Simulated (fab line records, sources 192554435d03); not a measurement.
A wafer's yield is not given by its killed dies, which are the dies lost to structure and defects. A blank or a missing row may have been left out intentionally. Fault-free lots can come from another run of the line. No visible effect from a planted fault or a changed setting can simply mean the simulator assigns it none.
Chamber matching + flow n5Finfet + 4 sister chambers for N5_BEOL_M11_ETCH_66 on rieDiel-03
The step etches SOC in N2/H2, target depth 120 nm, overetch 24 nm, time 180 s. 8 wafers are shown with their chamber, then 8 later ones without.

WAFERS PAIRED WITH THEIR CHAMBERS
| wafer  | chamber | showerheadPlenumPTorr (Torr) | drypumpMotorCurrentA (A) |
|--------|---------|------------------------------|--------------------------|
| L075.4 | 1       | 2.57                         | 5.9                      |
| L076.4 | 3       | 2.47                         | 4.7                      |
| L084.2 | 3       | 2.46                         | 4.8                      |
| L084.3 | 1       | 2.56                         | 5.9                      |
| L081.1 | 2       | 2.66                         | 5.4                      |
| L081.3 | 0       | 2.72                         | 5.3                      |
| L081.5 | 2       | 2.66                         | 5.4                      |
| L088.2 | 0       | 2.71                         | 5.2                      |

WAFERS WITHOUT THEIR CHAMBER
| wafer  | showerheadPlenumPTorr (Torr) | drypumpMotorCurrentA (A) |
|--------|------------------------------|--------------------------|
| L088.3 | 2.56                         | 5.9                      |
| L088.5 | 2.46                         | 4.8                      |
| L092.2 | 2.66                         | 5.4                      |
| L092.3 | 2.56                         | 5.9                      |
| L092.5 | 2.46                         | 4.7                      |
| L096.3 | 2.55                         | 5.9                      |
| L096.4 | 2.65                         | 5.4                      |
| L096.5 | 2.46                         | 4.7                      |

WHICH CHAMBER EACH ONE RAN IN
| wafer  | from the rows above | in truth |
|--------|---------------------|----------|
| L088.3 | 1                   | 1        |
| L088.5 | 3                   | 3        |
| L092.2 | 2                   | 2        |
| L092.3 | 1                   | 1        |
| L092.5 | 3                   | 3        |
| L096.3 | 1                   | 1        |
| L096.4 | 2                   | 2        |
| L096.5 | 3                   | 3        |
Correct placement for 8 of the 8. Left unplaced by these rows: 0. Wrongly placed: 0.
How it was worked out, from the rows above alone: a wafer's distance from a chamber is the root of the sum, over the readings, of the square of ((its reading less the chamber's mean) divided by the reading's scatter). If the next closest chamber is less than 2 further off than the closest, the wafer can't be placed; otherwise it belongs to the closest. Each chamber's mean is taken over the wafers shown for it. The scatter is the square root of a quotient: the sum, over the shown wafers, of each reading's squared deviation from its chamber's mean, divided by wafers minus chambers.
